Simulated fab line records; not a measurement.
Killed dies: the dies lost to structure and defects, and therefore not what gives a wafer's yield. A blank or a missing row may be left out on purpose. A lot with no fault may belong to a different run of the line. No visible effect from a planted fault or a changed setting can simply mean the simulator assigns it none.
Which tool did it?	flow n5 finfet	28 wafers from 10 lots sampled at 5 of the route's 1938 steps

== WHAT THE GAUGES READ, wafer by wafer ==
N5_BEOL_M2_THK_MEAS_53: measures by xrf.
lot	measured	on	M2_THK (nm)
L885	day 6 22:58	film metro-01	40.6 39.1 39.9
L887	day 7 10:59	film metro-02	40.7 38.8 39.7
L888	day 7 15:53	film metro-02	39.6 38.2 40.1
L890	day 8 03:41	film metro-01	38.7 38.4 38.4
L893	day 8 13:58	film metro-01	39.9 38.1
L892	day 8 20:49	film metro-01	38.5 37.1
L901	day 12 04:30	film metro-02	39.3 38.6 38.4
L903	day 12 06:12	film metro-02	39.9 40.6 41.7
L902	day 12 08:47	film metro-01	39.6 39.5 41.6
L907	day 12 18:43	film metro-01	39.9 41.2 40.7

N5_BEOL_M3_CD_MEAS_11: the cd target is 17.05 nm.
lot	measured	on	cd nm (nm)
L885	day 7 00:57	cd sem-01	16.84 17.00 17.05
L887	day 7 12:27	cd sem-03	16.86 17.23 17.13
L888	day 7 18:10	cd sem-01	16.95 16.57 17.19
L890	day 8 05:22	cd sem-02	17.36 17.56 17.46
L893	day 8 17:27	cd sem-03	16.83 17.38
L892	day 8 23:51	cd sem-03	17.63 17.41
L901	day 12 06:56	cd sem-01	16.49 16.85 16.80
L903	day 12 08:42	cd sem-01	16.97 16.95 17.30
L902	day 12 11:46	cd sem-03	17.27 17.20 17.19
L907	day 12 20:23	cd sem-03	17.31 16.95 17.31

N5_BEOL_M4_RC_MEAS_101.
lot	measured	on	DIBL_N (mV/V)	DIBL_P (mV/V)	IOFF_N (nA/um)	IOFF_P (nA/um)	ION_N (uA/um)	ION_P (uA/um)	SS_N (mV/dec)	SS_P (mV/dec)	VT_N (mV)	VT_P (mV)
L885	day 7 18:26	prober-02	37.9 38.2 37.5	38.3 39.7 38.2	0.19 0.21 0.19	0.27 0.31 0.27	683 705 688	472 484 470	71.8 71.7 71.7	74.1 74.4 74.0	247 245 245	-245 -244 -246
L887	day 8 06:11	prober-01	33.5 37.7 34.6	31.3 36.1 32.5	0.11 0.17 0.13	0.14 0.20 0.15	649 662 664	443 455 452	70.3 72.0 71.9	72.5 73.5 72.4	254 253 253	-258 -252 -256
L888	day 8 15:01	prober-01	34.5 34.5 39.1	36.0 36.8 41.7	0.14 0.14 0.24	0.19 0.20 0.29	691 673 698	475 464 470	70.4 70.9 71.9	73.7 74.3 74.9	249 251 242	-252 -250 -247
L890	day 9 00:40	prober-01	34.9 33.6 33.5	35.4 34.7 34.3	0.14 0.13 0.14	0.21 0.20 0.21	667 671 681	468 470 480	71.2 71.3 71.0	72.8 72.7 72.3	249 250 249	-248 -248 -247
L893	day 9 10:32	prober-01	35.0 33.5	34.1 32.0	0.12 0.10	0.20 0.17	663 651	462 460	70.9 71.2	72.1 72.0	255 256	-249 -251
L892	day 9 15:44	prober-02	36.4 38.9	35.1 37.4	0.16 0.19	0.22 0.25	677 683	470 467	70.3 71.8	72.6 73.2	251 249	-247 -245
L901	day 13 07:18	prober-02	39.3 36.0 36.2	40.2 35.6 36.0	0.22 0.15 0.15	0.29 0.19 0.20	696 694 686	484 475 472	72.3 70.8 71.5	74.4 73.4 73.3	246 249 249	-245 -251 -252
L903	day 13 19:43	prober-02	37.5 39.9 40.5	35.8 38.6 39.5	0.16 0.21 0.24	0.21 0.25 0.27	694 683 715	471 462 481	71.5 72.6 72.2	74.1 74.0 74.0	249 245 244	-249 -247 -245
L902	day 14 01:24	prober-01	38.9 36.9 37.8	37.9 34.5 36.4	0.18 0.15 0.15	0.24 0.19 0.22	673 673 648	462 456 451	71.4 71.2 72.2	74.0 73.6 74.2	248 249 253	-249 -252 -252
L907	day 14 12:35	prober-02	35.8 34.3 36.3	36.4 34.6 36.0	0.15 0.13 0.15	0.23 0.19 0.21	676 673 676	469 465 465	72.4 71.7 72.0	73.1 72.1 72.5	251 253 251	-249 -250 -249

== EACH LOT AND THE TOOL THAT RAN IT (in order: tool; ch and the chambers of the sampled wafers; start) ==
lot	N5_BEOL_M3_ETCH_63	N5_BEOL_M3_STRIP_19
L885	rie diel-01 ch 0,3, day 7 01:10	rie diel-01 ch 0,2, day 7 01:29
L887	rie diel-01 ch 0,3, day 7 12:46	rie diel-01 ch 0,3, day 7 13:04
L888	rie diel-01 ch 0,1, day 7 18:21	rie diel-01 ch 0,2,3, day 7 18:40
L890	rie diel-05 ch 0,1,3, day 8 05:41	rie diel-01 ch 0,2,3, day 8 05:59
L893	rie diel-01 ch 0,3, day 8 17:37	rie diel-05 ch 3, day 8 17:55
L892	rie diel-01 ch 0,3, day 9 00:02	rie diel-01 ch 0,3, day 9 00:27
L901	rie diel-05 ch 2,3, day 12 07:06	rie diel-06 ch 1,2,3, day 12 07:25
L903	rie diel-06 ch 0,2, day 12 08:53	rie diel-05 ch 0,1,3, day 12 09:11
L902	rie diel-01 ch 0,1,2, day 12 11:56	rie diel-05 ch 0,1,3, day 12 12:15
L907	rie diel-01 ch 0,2, day 12 20:34	rie diel-01 ch 0,2, day 12 20:52
- N5_BEOL_M3_ETCH_63: etches SiARC in CF4, target depth 15.6 nm, time 26 s.
- N5_BEOL_M3_STRIP_19: strips in O2.

== AS READ BY THE TOOLS THEMSELVES (means over the sampled wafers that have a number; for cases with no such wafer, the mark the record gives instead) ==
N5_BEOL_M3_ETCH_63.
lot	tool	drypump motor current A (A)	etch rf on time s (s)	oes product au (a.u.)	rf vpp V (V)	showerhead plenum p Torr (Torr)	throttle valve pct (%)
L885	rie diel-01	4.8	25.9	0.63	184.5	2.16	15.89
L887	rie diel-01	4.8	26.1	0.63	184.8	2.16	15.90
L888	rie diel-01	5.1	25.6	0.62	185.3	2.22	15.77
L890	rie diel-05	6.1	25.9	0.68	183.5	2.12	15.77
L893	rie diel-01	4.8	22.7	0.69	183.8	2.17	15.92
L892	rie diel-01	4.8	19.1	0.75	185.0	2.17	15.91
L901	rie diel-05	5.0	26.1	0.69	186.3	2.24	15.66
L903	rie diel-06	6.4	26.0	0.70	184.3	2.19	15.34
L902	rie diel-01	5.2	25.9	0.70	184.7	2.18	15.73
L907	rie diel-01	5.2	26.3	0.63	183.8	2.19	15.97

N5_BEOL_M3_STRIP_19.
lot	tool	drypump motor current A (A)	oes product au (a.u.)	rf vpp V (V)	showerhead plenum p Torr (Torr)	temp c (C)	throttle valve pct (%)
L885	rie diel-01	5.2	0.78	3.8	2.16	39.95	16.92
L887	rie diel-01	4.9	0.75	3.6	2.16	40.00	16.98
L888	rie diel-01	5.1	0.75	3.7	2.13	40.12	16.98
L890	rie diel-01	5.1	0.74	3.5	2.13	40.06	16.97
L893	rie diel-05	4.9	0.92	3.1	2.23	39.97	16.62
L892	rie diel-01	4.8	0.72	3.5	2.13	39.97	17.02
L901	rie diel-06	5.8	0.76	3.6	2.06	40.13	16.61
L903	rie diel-05	6.1	0.75	3.4	2.06	40.00	16.85
L902	rie diel-05	6.1	0.75	3.8	2.06	40.00	16.85
L907	rie diel-01	5.4	0.73	3.7	2.12	40.16	17.01

== THE ANSWER, worked out from the rows above alone ==
Rule: what is usual is taken from the lots themselves. The widest of any qualifying gaps counts: lots, ordered by their means at a reading, are off when they make up no more than a third of the lots, leave a main group of 4 or more, and stand apart from it by 3 or more times the standard deviation of that group's means. The tables above print the reading to a certain number of digits; a main group whose means all agree to those digits is not used. Also off: a lot with no number at a reading for which 4 or more lots have one. The other lots that the step has rows for count as sound. The gauges are gone through in route order, then the tools' own readings, and for those a lot's mean is taken as printed above. The first step at which some lot is off is used, and at that step the reading that is off furthest; a lot without a number counts as furthest.
Off: L893, L892, at N5_BEOL_M3_ETCH_63 (etch rf on time s). Main group: mean 26.0 s, sd 0.19.
If a tool, at that step or one of the process steps before it, ran each lot that is off and ran no sound lot following the first of them, it fits. None of those tried fits.

== WHAT THE SIMULATOR HAD INSERTED ==
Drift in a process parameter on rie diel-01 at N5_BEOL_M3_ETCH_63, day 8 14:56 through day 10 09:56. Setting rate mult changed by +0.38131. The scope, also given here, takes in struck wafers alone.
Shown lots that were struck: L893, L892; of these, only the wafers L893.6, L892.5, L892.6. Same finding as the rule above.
